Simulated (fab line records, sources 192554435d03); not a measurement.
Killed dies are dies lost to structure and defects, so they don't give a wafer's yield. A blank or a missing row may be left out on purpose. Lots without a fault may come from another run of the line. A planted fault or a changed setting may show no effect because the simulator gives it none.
Chamber matching | flow n5_finfet | N5_BEOL_M3_DESCUM_16 on rie_diel-02: 4 sister chambers
The step chemistry O2, time 7 s. 16 wafers are shown with their chamber, then 8 later ones without.

WAFERS WITH THEIR CHAMBER
wafer  | chamber | showerhead_plenum_p_Torr (Torr) | throttle_valve_pct (%) | oes_product_au (a.u.)
L075.3 | 1       | 2.21                            | 20.13                  | 0.86
L075.5 | 0       | 2.03                            | 20.27                  | 0.82
L075.6 | 3       | 1.96                            | 20.37                  | 0.74
L083.2 | 0       | 2.02                            | 20.30                  | 0.80
L083.5 | 2       | 2.09                            | 20.50                  | 0.73
L083.6 | 1       | 2.20                            | 20.15                  | 0.85
L081.2 | 0       | 2.02                            | 20.27                  | 0.80
L081.3 | 2       | 2.09                            | 20.50                  | 0.73
L081.4 | 3       | 1.96                            | 20.40                  | 0.73
L085.1 | 0       | 2.02                            | 20.29                  | 0.80
L085.2 | 2       | 2.09                            | 20.49                  | 0.72
L085.4 | 1       | 2.20                            | 20.16                  | 0.84
L088.1 | 2       | 2.09                            | 20.51                  | 0.73
L088.2 | 1       | 2.20                            | 20.17                  | 0.83
L088.6 | 3       | 1.96                            | 20.39                  | 0.73
L086.2 | 3       | 1.95                            | 20.39                  | 0.73

SIGNATURES (means of the wafers above)
reading                  | chamber 0 | chamber 1 | chamber 2 | chamber 3 | scatter within a chamber
showerhead_plenum_p_Torr | 2.0225    | 2.2025    | 2.0900    | 1.9575    | 0.00433
throttle_valve_pct       | 20.2825   | 20.1525   | 20.5000   | 20.3875   | 0.0136
oes_product_au           | 0.8050    | 0.8450    | 0.7275    | 0.7325    | 0.0089
Rule: a wafer's distance from a chamber is the root of the sum, over the readings, of the square of ((its reading less the chamber's mean) divided by the reading's scatter). The wafer belongs to the nearest chamber; if the next one is less than 2 further off, it can't be placed. The scatter: the root of (the sum of the squares of (reading less its chamber's mean) over the shown wafers, divided by (wafers less chambers)).

WAFERS WITHOUT THEIR CHAMBER
wafer  | showerhead_plenum_p_Torr (Torr) | throttle_valve_pct (%) | oes_product_au (a.u.)
L086.4 | 2.02                            | 20.31                  | 0.79
L086.6 | 2.02                            | 20.30                  | 0.79
L096.2 | 2.01                            | 20.33                  | 0.78
L096.3 | 1.95                            | 20.41                  | 0.72
L096.4 | 2.08                            | 20.52                  | 0.71
L097.1 | 2.19                            | 20.20                  | 0.81
L097.4 | 2.19                            | 20.21                  | 0.80
L097.6 | 2.01                            | 20.32                  | 0.78

WHICH CHAMBER EACH WENT THROUGH
wafer  | from the rows above | in truth
L086.4 | 0                   | 0
L086.6 | 0                   | 0
L096.2 | 0                   | 0
L096.3 | 3                   | 3
L096.4 | 2                   | 2
L097.1 | 1                   | 1
L097.4 | 1                   | 1
L097.6 | 0                   | 0
Placed correctly: 8 of 8. Can't be placed from these rows: 0. Placed wrongly: 0.
